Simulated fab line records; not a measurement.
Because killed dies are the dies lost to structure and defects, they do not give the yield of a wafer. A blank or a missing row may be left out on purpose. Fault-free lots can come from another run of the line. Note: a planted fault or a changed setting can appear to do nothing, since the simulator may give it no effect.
The tool behind it: which one? | flow n5_finfet | 72 wafers from 24 lots sampled at 6 of the route's 1938 steps

== WHAT THE GAUGES READ, wafer by wafer ==
N5_BEOL_M13_OVL_MEAS_11. Usual: V12_OVL typically reads -3 nm, with standard deviation 6.3.
lot  | measured     | on         | V12_OVL (nm) | flag
L074 | day 10 19:34 | overlay-02 | 5 -11 -2     |
L075 | day 11 03:19 | overlay-02 | -4 8 6       |
L076 | day 12 00:22 | overlay-02 | 5 0 6        |
L078 | day 12 03:04 | overlay-01 | -10 -8 -4    |
L077 | day 12 03:20 | overlay-01 | -12 -12 -8   |
L079 | day 12 09:55 | overlay-02 | 1 -2 5       |
L080 | day 12 18:15 | overlay-01 | -5 3 -7      |
L081 | day 12 18:42 | overlay-01 | -3 -8 -14    |
L082 | day 12 19:14 | overlay-01 | -11 -8 -8    |
L083 | day 13 07:06 | overlay-02 | -5 -8 2      |
L086 | day 13 23:35 | overlay-02 | 14 0 4       |
L085 | day 14 03:31 | overlay-01 | -2 -5 4      |
L084 | day 14 04:26 | overlay-01 | 3 -2 -12     |
L087 | day 14 07:51 | overlay-01 | -3 -10 -7    |
L088 | day 14 11:58 | overlay-01 | 4 -6 -2      |
L090 | day 15 06:25 | overlay-02 | -7 -12 -13   |
L089 | day 15 06:42 | overlay-02 | -8 -12 -9    |
L092 | day 15 18:41 | overlay-01 | -6 2 0       |
L091 | day 15 18:50 | overlay-02 | -1 3 7       |
L094 | day 16 01:12 | overlay-02 | -2 -1 1      |
L093 | day 16 03:53 | overlay-01 | 4 1 4        |
L095 | day 16 08:47 | overlay-02 | -1 -7 -2     |
L096 | day 16 14:08 | overlay-01 | -10 -4 -7    |
L097 | day 16 18:58 | overlay-01 | -4 -19 -1    |

N5_BEOL_M13_OCD_MEAS_35. Usual: trench_depth_nm at 410 nm, with a standard deviation of 6.3.
lot  | measured     | on     | trench_depth_nm (nm) | flag
L074 | day 10 22:08 | ocd-01 | 401 404 422          |
L075 | day 11 04:53 | ocd-02 | 405 397 414          |
L076 | day 12 02:04 | ocd-02 | 413 401 404          |
L078 | day 12 04:39 | ocd-02 | 409 421 417          |
L077 | day 12 05:12 | ocd-02 | 415 406 402          |
L079 | day 12 11:37 | ocd-02 | 417 420 407          |
L080 | day 12 19:50 | ocd-01 | 406 407 409          |
L081 | day 12 20:20 | ocd-02 | 408 404 409          |
L082 | day 12 20:53 | ocd-01 | 416 401 404          |
L083 | day 13 09:22 | ocd-01 | 418 414 408          |
L086 | day 14 01:27 | ocd-01 | 411 415 416          |
L085 | day 14 05:06 | ocd-01 | 418 422 405          |
L084 | day 14 06:10 | ocd-01 | 418 417 413          |
L087 | day 14 09:33 | ocd-01 | 420 417 413          |
L088 | day 14 13:50 | ocd-01 | 415 399 416          |
L090 | day 15 07:59 | ocd-02 | 411 409 412          |
L089 | day 15 08:23 | ocd-02 | 407 405 413          |
L092 | day 15 20:19 | ocd-01 | 416 413 408          |
L091 | day 15 20:40 | ocd-02 | 403 414 405          |
L094 | day 16 02:47 | ocd-01 | 415 418 409          |
L093 | day 16 05:35 | ocd-02 | 415 406 406          |
L095 | day 16 10:32 | ocd-01 | 418 404 419          |
L096 | day 16 15:44 | ocd-01 | 413 413 402          |
L097 | day 16 21:15 | ocd-01 | 409 403 400          |

N5_BEOL_M14_THK_MEAS_01. Usual: M14_ILD_THK typically reads 1125 nm, with standard deviation 15.
lot  | measured     | on            | M14_ILD_THK (nm) | flag
L074 | day 11 01:56 | film_metro-02 | 1107 1104 1122   |
L075 | day 11 09:20 | film_metro-01 | 1107 1117 1134   |
L076 | day 12 06:10 | film_metro-02 | 1097 1119 1112   |
L078 | day 12 06:47 | film_metro-01 | 1136 1145 1133   |
L077 | day 12 07:38 | film_metro-01 | 1100 1109 1129   |
L079 | day 12 19:35 | film_metro-01 | 1108 1132 1125   |
L080 | day 12 23:25 | film_metro-01 | 1102 1118 1131   |
L081 | day 13 02:42 | film_metro-02 | 1109 1133 1134   |
L082 | day 13 02:16 | film_metro-01 | 1122 1121 1137   |
L083 | day 13 12:40 | film_metro-02 | 1106 1116 1146   |
L086 | day 14 05:10 | film_metro-02 | 1137 1140 1146   |
L085 | day 14 08:39 | film_metro-02 | 1114 1120 1147   |
L084 | day 14 08:58 | film_metro-02 | 1121 1137 1146   |
L087 | day 14 11:30 | film_metro-02 | 1121 1137 1133   |
L088 | day 14 16:17 | film_metro-01 | 1124 1120 1167   |
L090 | day 15 10:44 | film_metro-01 | 1098 1121 1137   |
L089 | day 15 11:34 | film_metro-01 | 1104 1105 1097   |
L092 | day 15 22:53 | film_metro-01 | 1097 1102 1121   |
L091 | day 16 00:05 | film_metro-02 | 1107 1126 1128   |
L094 | day 16 05:51 | film_metro-01 | 1116 1131 1127   |
L093 | day 16 07:56 | film_metro-01 | 1113 1125 1136   |
L095 | day 16 14:31 | film_metro-01 | 1117 1118 1125   |
L096 | day 16 17:38 | film_metro-02 | 1123 1133 1137   |
L097 | day 16 23:42 | film_metro-02 | 1148 1110 1164   |

== TOOL THAT RAN EACH LOT (tool first, then ch and the chambers of the sampled wafers, then the start) ==
lot  | N5_BEOL_M13_DESCUM_33              | N5_BEOL_M13_STRIP_37                 | N5_BEOL_M13_PRE_CLEAN_42
L074 | rie_diel-02 ch 1,2,3, day 10 21:34 | plasma_asher-02 ch 0,1, day 10 22:11 | pvd_sputter-03, day 11 00:28
L075 | rie_diel-02 ch 1,2,3, day 11 04:19 | plasma_asher-01 ch 0,1, day 11 04:56 | pvd_sputter-03, day 11 07:52
L076 | rie_diel-02 ch 1,2,3, day 12 01:29 | plasma_asher-01 ch 0,1, day 12 02:07 | pvd_sputter-02, day 12 04:43
L078 | rie_diel-02 ch 0,2,3, day 12 04:04 | plasma_asher-02 ch 0,1, day 12 04:41 | pvd_sputter-03, day 12 05:04
L077 | rie_diel-02 ch 1,3, day 12 04:37   | plasma_asher-01 ch 0,1, day 12 05:14 | pvd_sputter-01, day 12 06:11
L079 | rie_diel-02 ch 0,1,3, day 12 11:02 | plasma_asher-01 ch 0,1, day 12 11:40 | pvd_sputter-02, day 12 17:28
L080 | rie_diel-03 ch 1,2, day 12 19:15   | plasma_asher-01 ch 0,1, day 12 19:52 | pvd_sputter-01, day 12 21:56
L081 | rie_diel-02 ch 1,2, day 12 19:46   | plasma_asher-01 ch 0,1, day 12 20:23 | pvd_sputter-02, day 13 01:07
L082 | rie_diel-02 ch 0,1,2, day 12 20:19 | plasma_asher-02 ch 0,1, day 12 20:56 | pvd_sputter-01, day 13 00:47
L083 | rie_diel-03 ch 0,1, day 13 08:47   | plasma_asher-01 ch 0,1, day 13 09:23 | pvd_sputter-01, day 13 10:32
L086 | rie_diel-04 ch 1,2, day 14 00:52   | plasma_asher-01 ch 0,1, day 14 01:29 | pvd_sputter-01, day 14 02:49
L085 | rie_diel-03 ch 0,1,3, day 14 04:31 | plasma_asher-01 ch 0,1, day 14 05:08 | pvd_sputter-03, day 14 07:12
L084 | rie_diel-03 ch 1,2, day 14 05:35   | plasma_asher-01 ch 0,1, day 14 06:12 | pvd_sputter-02, day 14 07:28
L087 | rie_diel-03 ch 0,1, day 14 08:58   | plasma_asher-01 ch 0, day 14 09:35   | pvd_sputter-01, day 14 10:03
L088 | rie_diel-03 ch 0,3, day 14 13:16   | plasma_asher-02 ch 0, day 14 13:52   | pvd_sputter-02, day 14 14:47
L090 | rie_diel-04 ch 2,3, day 15 07:25   | plasma_asher-01 ch 0,1, day 15 08:05 | pvd_sputter-01, day 15 09:17
L089 | rie_diel-03 ch 0,2,3, day 15 07:48 | plasma_asher-02 ch 0,1, day 15 08:25 | pvd_sputter-01, day 15 09:50
L092 | rie_diel-03 ch 0,1,2, day 15 19:44 | plasma_asher-02 ch 0,1, day 15 20:21 | pvd_sputter-01, day 15 21:10
L091 | rie_diel-02 ch 1,2,3, day 15 20:05 | plasma_asher-02 ch 0,1, day 15 20:41 | pvd_sputter-02, day 15 22:20
L094 | rie_diel-03 ch 0,1,2, day 16 02:12 | plasma_asher-01 ch 0,1, day 16 02:49 | pvd_sputter-03, day 16 03:14
L093 | rie_diel-04 ch 0,2,3, day 16 05:01 | plasma_asher-02 ch 0,1, day 16 05:38 | pvd_sputter-03, day 16 06:26
L095 | rie_diel-03 ch 1,3, day 16 09:58   | plasma_asher-02 ch 0,1, day 16 10:34 | pvd_sputter-01, day 16 12:46
L096 | rie_diel-04 ch 0,1, day 16 15:09   | plasma_asher-01 ch 0,1, day 16 15:48 | pvd_sputter-02, day 16 16:10
L097 | rie_diel-02 ch 0,1,2, day 16 20:41 | plasma_asher-01 ch 0,1, day 16 21:17 | pvd_sputter-02, day 16 21:40
- N5_BEOL_M13_DESCUM_33: chemistry O2, time 7.9 s.
- N5_BEOL_M13_STRIP_37: strips in N2/H2.
- N5_BEOL_M13_PRE_CLEAN_42: time 30 s.

== AS READ BY THE TOOLS THEMSELVES (means over the sampled wafers that have a number; for cases with no such wafer, the mark the record gives instead) ==
N5_BEOL_M13_DESCUM_33. Usual: drypump_motor_current_A 5.9 A, standard deviation 0.51; oes_product_au 0.76 a.u., standard deviation 0.092; rf_vpp_V 243.4 V, standard deviation 1.4; showerhead_plenum_p_Torr 2.11 Torr, standard deviation 0.076; throttle_valve_pct 20.43 %, standard deviation 0.21.
lot  | tool        | drypump_motor_current_A (A) | oes_product_au (a.u.) | rf_vpp_V (V) | showerhead_plenum_p_Torr (Torr) | throttle_valve_pct (%) | flag
L074 | rie_diel-02 | 6.3                         | 0.79                  | 243.0        | 2.08                            | 20.34                  |
L075 | rie_diel-02 | 6.4                         | 0.79                  | 242.5        | 2.07                            | 20.33                  |
L076 | rie_diel-02 | 6.3                         | 0.78                  | 242.4        | 2.07                            | 20.34                  |
L078 | rie_diel-02 | 6.0                         | 0.80                  | 244.1        | 2.14                            | 20.37                  |
L077 | rie_diel-02 | 6.3                         | 0.79                  | 243.3        | 2.05                            | 20.37                  |
L079 | rie_diel-02 | 5.9                         | 0.81                  | 243.5        | 2.12                            | 20.40                  |
L080 | rie_diel-03 | 6.1                         | 0.69                  | 242.8        | 2.09                            | 20.60                  |
L081 | rie_diel-02 | 6.2                         | 0.71                  | 242.5        | 2.04                            | 20.29                  |
L082 | rie_diel-02 | 5.8                         | 0.73                  | 242.8        | 2.09                            | 20.33                  |
L083 | rie_diel-03 | 6.3                         | 0.77                  | 243.3        | 2.13                            | 20.55                  |
L086 | rie_diel-04 | 5.6                         | 0.71                  | 243.9        | 2.10                            | 20.45                  |
L085 | rie_diel-03 | 5.9                         | 0.77                  | 242.3        | 2.09                            | 20.53                  |
L084 | rie_diel-03 | 6.1                         | 0.68                  | 241.8        | 2.08                            | 20.63                  |
L087 | rie_diel-03 | 6.3                         | 0.77                  | 243.6        | 2.13                            | 20.57                  |
L088 | rie_diel-03 | 5.7                         | 0.84                  | 244.8        | 2.13                            | 20.30                  |
L090 | rie_diel-04 | 5.8                         | 0.69                  | 244.0        | 2.14                            | 20.54                  |
L089 | rie_diel-03 | 5.5                         | 0.76                  | 242.6        | 2.08                            | 20.37                  |
L092 | rie_diel-03 | 5.9                         | 0.74                  | 244.8        | 2.12                            | 20.41                  |
L091 | rie_diel-02 | 6.3                         | 0.76                  | 242.7        | 2.06                            | 20.39                  |
L094 | rie_diel-03 | 5.9                         | 0.75                  | 244.4        | 2.12                            | 20.41                  |
L093 | rie_diel-04 | 5.9                         | 0.77                  | 244.2        | 2.15                            | 20.44                  |
L095 | rie_diel-03 | 6.1                         | 0.68                  | 242.7        | 2.05                            | 20.78                  |
L096 | rie_diel-04 | 6.2                         | 0.85                  | 245.3        | 2.19                            | 20.34                  |
L097 | rie_diel-02 | 5.8                         | 0.71                  | 243.6        | 2.08                            | 20.37                  |

N5_BEOL_M13_STRIP_37. Usual: drypump_motor_current_A 5.8 A, standard deviation 0.39; h2_flow_sccm 3251 sccm, standard deviation 10; heater_power_w 335 W, standard deviation 27; oes_product_au 0.785 a.u., standard deviation 0.01.
lot  | tool            | drypump_motor_current_A (A) | h2_flow_sccm (sccm) | heater_power_w (W) | oes_product_au (a.u.) | flag
L074 | plasma_asher-02 | 6.1                         | 3248                | 339                | 0.783                 |
L075 | plasma_asher-01 | 5.8                         | 3255                | 323                | 0.788                 |
L076 | plasma_asher-01 | 5.8                         | 3248                | 319                | 0.785                 |
L078 | plasma_asher-02 | 6.1                         | 3244                | 343                | 0.779                 |
L077 | plasma_asher-01 | 5.8                         | 3251                | 322                | 0.788                 |
L079 | plasma_asher-01 | 5.8                         | 3255                | 321                | 0.782                 |
L080 | plasma_asher-01 | 5.5                         | 3253                | 343                | 0.781                 |
L081 | plasma_asher-01 | 5.7                         | 3247                | 323                | 0.788                 |
L082 | plasma_asher-02 | 6.1                         | 3242                | 342                | 0.771                 |
L083 | plasma_asher-01 | 5.8                         | 3256                | 321                | 0.780                 |
L086 | plasma_asher-01 | 5.8                         | 3262                | 318                | 0.783                 |
L085 | plasma_asher-01 | 5.7                         | 3263                | 323                | 0.784                 |
L084 | plasma_asher-01 | 5.5                         | 3256                | 341                | 0.784                 |
L087 | plasma_asher-01 | 5.2                         | 3254                | 366                | 0.787                 |
L088 | plasma_asher-02 | 6.2                         | 3241                | 355                | 0.773                 |
L090 | plasma_asher-01 | 5.5                         | 3261                | 342                | 0.792                 |
L089 | plasma_asher-02 | 6.1                         | 3249                | 344                | 0.781                 |
L092 | plasma_asher-02 | 6.1                         | 3260                | 345                | 0.788                 |
L091 | plasma_asher-02 | 6.1                         | 3244                | 338                | 0.789                 |
L094 | plasma_asher-01 | 5.7                         | 3242                | 319                | 0.780                 |
L093 | plasma_asher-02 | 6.1                         | 3255                | 343                | 0.793                 |
L095 | plasma_asher-02 | 6.1                         | 3250                | 343                | 0.785                 |
L096 | plasma_asher-01 | 5.5                         | 3249                | 345                | 0.780                 |
L097 | plasma_asher-01 | 5.5                         | 3253                | 342                | 0.790                 |

N5_BEOL_M13_PRE_CLEAN_42. Usual: heater_power_w at 341 W, with a standard deviation of 30.
lot  | tool           | heater_power_w (W) | flag
L074 | pvd_sputter-03 | 318                |
L075 | pvd_sputter-03 | 303                |
L076 | pvd_sputter-02 | 342                |
L078 | pvd_sputter-03 | 318                |
L077 | pvd_sputter-01 | 349                |
L079 | pvd_sputter-02 | 348                |
L080 | pvd_sputter-01 | 343                |
L081 | pvd_sputter-02 | 343                |
L082 | pvd_sputter-01 | 363                |
L083 | pvd_sputter-01 | 351                |
L086 | pvd_sputter-01 | 331                |
L085 | pvd_sputter-03 | 326                |
L084 | pvd_sputter-02 | 347                |
L087 | pvd_sputter-01 | 362                |
L088 | pvd_sputter-02 | 343                |
L090 | pvd_sputter-01 | 330                |
L089 | pvd_sputter-01 | 352                |
L092 | pvd_sputter-01 | 366                |
L091 | pvd_sputter-02 | 362                |
L094 | pvd_sputter-03 | 332                |
L093 | pvd_sputter-03 | 337                |
L095 | pvd_sputter-01 | 355                |
L096 | pvd_sputter-02 | 357                |
L097 | pvd_sputter-02 | 352                |

== THE ANSWER, worked out from the rows above alone ==
Rule: a lot counts as off when the mean over its wafers that have a number is more than 3 standard deviations away from the usual mean. Also off: a lot with no number at a reading for which 4 or more lots have one. Any other lot the step has rows for is counted as sound. The gauges are gone through in route order, then the tools' own readings, and for those a lot's mean is taken as printed above. The first step at which some lot is off is used, and at that step the reading that is off furthest; a lot without a number counts as furthest.
Nothing can be told from this: no lot is off at any reading shown.

== WHAT THE SIMULATOR HAD PUT IN ==
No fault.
